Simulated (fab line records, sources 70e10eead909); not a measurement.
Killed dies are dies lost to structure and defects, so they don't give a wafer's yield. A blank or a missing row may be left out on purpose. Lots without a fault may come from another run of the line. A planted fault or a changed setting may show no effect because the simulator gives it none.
Chamber matching | flow nand_harc | NHARC_A_BONDPAD_ETCH_34 on rie_diel-11: 4 sister chambers
The step etches the open film in N2/H2, target depth 60 nm, overetch 18 nm, time 65.91 s. 8 wafers are shown with their chamber, then 8 later ones without.

WAFERS WITH THEIR CHAMBER
wafer  | chamber | drypump_motor_current_A (A) | oes_product_au (a.u.)
L555.5 | 0       | 5.6                         | 0.995
L557.3 | 2       | 5.7                         | 0.988
L562.2 | 3       | 6.2                         | 1.015
L562.6 | 0       | 5.6                         | 0.996
L571.1 | 1       | 5.3                         | 1.007
L571.3 | 3       | 6.2                         | 1.018
L571.5 | 1       | 5.3                         | 1.009
L572.1 | 2       | 5.8                         | 0.996

WAFERS WITHOUT THEIR CHAMBER
wafer  | drypump_motor_current_A (A) | oes_product_au (a.u.)
L572.3 | 5.3                         | 1.008
L572.6 | 5.8                         | 0.993
L575.1 | 5.8                         | 1.003
L575.3 | 5.3                         | 1.008
L575.6 | 6.2                         | 1.017
L574.3 | 5.6                         | 0.995
L574.4 | 5.8                         | 0.993
L574.6 | 5.6                         | 0.995

WHICH CHAMBER EACH WENT THROUGH
wafer  | from the rows above | in truth
L572.3 | 1                   | 1
L572.6 | 2                   | 2
L575.1 | 2                   | 2
L575.3 | 1                   | 1
L575.6 | 3                   | 3
L574.3 | 0                   | 0
L574.4 | 2                   | 2
L574.6 | 0                   | 0
Placed correctly: 8 of 8. Can't be placed from these rows: 0. Placed wrongly: 0.
How it was worked out, from the rows above alone: a wafer's distance from a chamber is the root of the sum, over the readings, of the square of ((its reading less the chamber's mean) divided by the reading's scatter). The wafer belongs to the nearest chamber; if the next one is less than 2 further off, it can't be placed. A chamber's mean is the mean of its shown wafers. The scatter: the root of (the sum of the squares of (reading less its chamber's mean) over the shown wafers, divided by (wafers less chambers)).
